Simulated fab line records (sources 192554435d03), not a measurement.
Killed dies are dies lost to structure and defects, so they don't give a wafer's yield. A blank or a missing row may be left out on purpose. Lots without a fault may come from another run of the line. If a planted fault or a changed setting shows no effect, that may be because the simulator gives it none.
Matching of chambers | flow n5 finfet | pecvd-01 running N5_FIN_SAQP_PECVD_48: 3 sister chambers
The step deposits SiNx from SiH4/NH3/N2, target thk 25 nm, time 22.1 s. 3 wafers are shown with their chamber, then 7 later ones without.

== EACH WAFER AND ITS CHAMBER ==
wafer  | chamber | throttle valve pct (%)
L082.4 | 0       | 42.4
L084.2 | 2       | 39.1
L084.3 | 1       | 42.1

== WAFERS WITH NO CHAMBER GIVEN ==
wafer  | throttle valve pct (%)
L084.6 | 41.7
L091.2 | 39.4
L091.5 | 42.3
L091.6 | 41.9
L094.3 | 42.7
L094.4 | 41.8
L094.6 | 42.4

== WHICH CHAMBER EACH ONE RAN IN ==
wafer  | from the rows above     | in truth
L084.6 | can't be placed: 1 or 0 | 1
L091.2 | 2                       | 2
L091.5 | can't be placed: 0 or 1 | 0
L091.6 | can't be placed: 1 or 0 | 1
L094.3 | can't be placed: 0 or 1 | 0
L094.4 | can't be placed: 1 or 0 | 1
L094.6 | can't be placed: 0 or 1 | 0
1 of 7 placed correctly. These rows do not allow placing 6 (true chamber among the candidates in 6). Number placed wrongly: 0.
How it was worked out, from the rows above alone: a wafer's distance from a chamber is the root of the sum, over the readings, of the square of ((its reading less the chamber's mean) divided by the reading's scatter). The wafer belongs to the nearest chamber; if the next one is less than 2 further off, it can't be placed. A chamber's mean is the mean of its shown wafers. The scatter (one wafer shown for each chamber): square how far every hidden wafer sits from the nearest shown wafer, average those squares and take the square root.
